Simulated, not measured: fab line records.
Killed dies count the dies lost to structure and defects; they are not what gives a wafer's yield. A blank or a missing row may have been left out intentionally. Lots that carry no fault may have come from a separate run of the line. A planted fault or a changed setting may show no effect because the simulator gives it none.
Lot-split experiment + flow n5 finfet + route with 1938 steps; 7 lots, 21 wafers read

THE SPLIT
At N5_BEOL_M11_TRENCH_ETCH_37 (etches SiCOH lowk in C4F6/O2, target depth 148.83 nm, time 48 s), the setting time s was moved away from the recipe's 48 s on 7 of the 21 wafers read, by -20.7% to +22.2%. All remaining wafers had this setting at the recipe value.

FROM THE SPLIT TO THE READING: what the file shows between them, 11 steps
- N5_BEOL_M11_ETCH_41: etches SiCN in CH3F/O2, target depth 42.6 nm, time 86 s (also split here: time s)
- N5_BEOL_M11_STRIP_77: strips in N2/H2, time 10 s
- N5_BEOL_M11_OCD_MEAS_38
- N5_BEOL_M11_HM_STRIP_39: strips TiN in peroxide tin strip, target depth 25 nm, time 158 s
- N5_BEOL_M11_SRD_40: time 30 s
- N5_BEOL_M11_ECD_50: material Cu, target thk 318 nm
- N5_BEOL_M11_ANNEAL_51: time 90 s
- N5_BEOL_M11_CMP_52: polishes, stops on SiCOH lowk, t overpolish 7 s, target thk 140 nm
- N5_BEOL_M11_THK_MEAS_53: measures by xrf
- N5_BEOL_M11_PRE_CLEAN_55: time 15 s
- N5_BEOL_M11_DEP_56: deposits SiCN from 3MS/NH3, target thk 30 nm, time 10.5 s

THE READING
M11_RS, in ohm/sq, at N5_BEOL_M11_RS_MEAS_57 (measures by four-point-probe). Typical for fault-free wafers on this fab line: 0.1518 ohm/sq, with standard deviation 0.0029 ohm/sq.

| wafer  | tool, chamber at the split | time s as run, s | against the recipe | M11_RS, ohm/sq | against lot-mates on the recipe |
|--------|----------------------------|------------------|--------------------|----------------|---------------------------------|
| L074.1 | rie diel-03, 1             | 48               | recipe             | 0.1503         | -                               |
| L074.3 | rie diel-03, 3             | 48               | recipe             | 0.1513         | -                               |
| L074.4 | rie diel-03, 2             | 58.66            | +22.2%             | 0.1226         | -0.0282                         |
| L077.2 | rie diel-03, 2             | 48               | recipe             | 0.1555         | -                               |
| L077.3 | rie diel-03, 1             | 51.95            | +8.2%              | 0.1388         | -0.0151                         |
| L077.6 | rie diel-03, 3             | 48               | recipe             | 0.1523         | -                               |
| L078.1 | rie diel-03, 3             | 38.08            | -20.7%             | 0.2062         | +0.0506                         |
| L078.2 | rie diel-03, 2             | 48               | recipe             | 0.1552         | -                               |
| L078.6 | rie diel-03, 0             | 48               | recipe             | 0.1559         | -                               |
| L080.2 | rie diel-06, 1             | 48               | recipe             | 0.1504         | -                               |
| L080.3 | rie diel-06, 0             | 48               | recipe             | 0.1474         | -                               |
| L080.5 | rie diel-06, 2             | 48               | recipe             | 0.1538         | -                               |
| L082.2 | rie diel-06, 2             | 48               | recipe             | 0.1543         | -                               |
| L082.3 | rie diel-06, 3             | 48               | recipe             | 0.1519         | -                               |
| L082.5 | rie diel-06, 1             | 48               | recipe             | 0.1487         | -                               |
| L086.1 | rie diel-06, 0             | 51.2             | +6.7%              | 0.1391         | -0.0104                         |
| L086.5 | rie diel-06, 0             | 48               | recipe             | 0.1495         | -                               |
| L086.6 | rie diel-06, 1             | 51.2             | +6.7%              | 0.1394         | -0.0101                         |
| L095.1 | rie diel-01, 0             | 45.19            | -5.9%              | 0.1688         | +0.0166                         |
| L095.3 | rie diel-01, 3             | 48               | recipe             | 0.1522         | -                               |
| L095.4 | rie diel-01, 1             | 45.19            | -5.9%              | 0.1684         | +0.0162                         |

FIT RESULTS
A straight line over all 21 wafers: M11_RS changes by -0.00198 ohm/sq for each +1% of time s; r = -0.95; the points scatter about the line by 0.0049 ohm/sq.
The same after taking each lot's own level away (the mean of its wafers on the recipe; 21 wafers): -0.00188 ohm/sq for each +1%; r = -0.96; scatter 0.0043 ohm/sq.
Per that fit: largest time s move, reading shift of 0.042 ohm/sq.
Measured against the standard deviation above, the lots' own levels, which go from 0.14950 to 0.15555 ohm/sq, span 2.1 times it.
So the lot-to-lot level changes the slope little: the two slopes agree.
Check: -0.0495 ohm/sq against its lot-mates is what the line predicts for one of the wafers moved furthest among these (+22.2%) when that wafer is left out of the fit. It came out at -0.0282 ohm/sq against them.

OTHER SPLITS ON THESE WAFERS
Note: prior to the reading, these wafers also went through further splits. Each is held against what the fit with the lots' levels taken away leaves over:
| other split on the same wafers | wafers away from the commonest value | r with M11_RS (lot level and that fit taken away) |
|--------------------------------|--------------------------------------|---------------------------------------------------|
| N5_BEOL_M10_COAT_22 spin rpm   | 12                                   | +0.15                                             |
| N5_BEOL_M11_ETCH_41 time s     | 6                                    | -0.15                                             |

THE WHOLE CHAIN: every reading that the file lists as answering this split, in the file's order
| step                       | what it does                                                       | reading                                                                           | change (the file's fit)                | r (the file's) |
|----------------------------|--------------------------------------------------------------------|-----------------------------------------------------------------------------------|----------------------------------------|----------------|
| N5_BEOL_M11_TRENCH_ETCH_37 | etches SiCOH lowk in C4F6/O2, target depth 148.83 nm, time 48 s    | BEOL_M11.feature depth nm (the simulator's own value, which no gauge read)        | +1.41 nm for each +1% of the setting   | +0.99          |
| N5_BEOL_M11_TRENCH_ETCH_37 | etches SiCOH lowk in C4F6/O2, target depth 148.83 nm, time 48 s    | etch.depth nm (the simulator's own value, which no gauge read)                    | +1.41 nm for each +1% of the setting   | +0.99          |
| N5_BEOL_M11_TRENCH_ETCH_37 | etches SiCOH lowk in C4F6/O2, target depth 148.83 nm, time 48 s    | TiN_of_BEOL_M11_HM_DEP_02.thk nm (the simulator's own value, which no gauge read) | -0.0396 nm for each +1% of the setting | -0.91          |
| N5_BEOL_M11_OCD_MEAS_38    |                                                                    | trench depth nm                                                                   | +1.42 nm for each +1% of the setting   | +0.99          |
| N5_BEOL_M11_CMP_52         | polishes, stops on SiCOH lowk, t overpolish 7 s, target thk 140 nm | Cu_of_BEOL_M11_ECD_50.thk nm (the simulator's own value, which no gauge read)     | +1.42 nm for each +1% of the setting   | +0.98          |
| N5_BEOL_M11_THK_MEAS_53    | measures by xrf                                                    | M11_THK                                                                           | +1.44 for each +1% of the setting      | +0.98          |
| N5_BEOL_M11_RS_MEAS_57     | measures by four-point-probe                                       | M11_RS                                                                            | -0.00184 for each +1% of the setting   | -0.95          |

FILE'S OWN FIT
M11_RS changes by -0.00184 ohm/sq for each +1% of time s, r = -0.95.
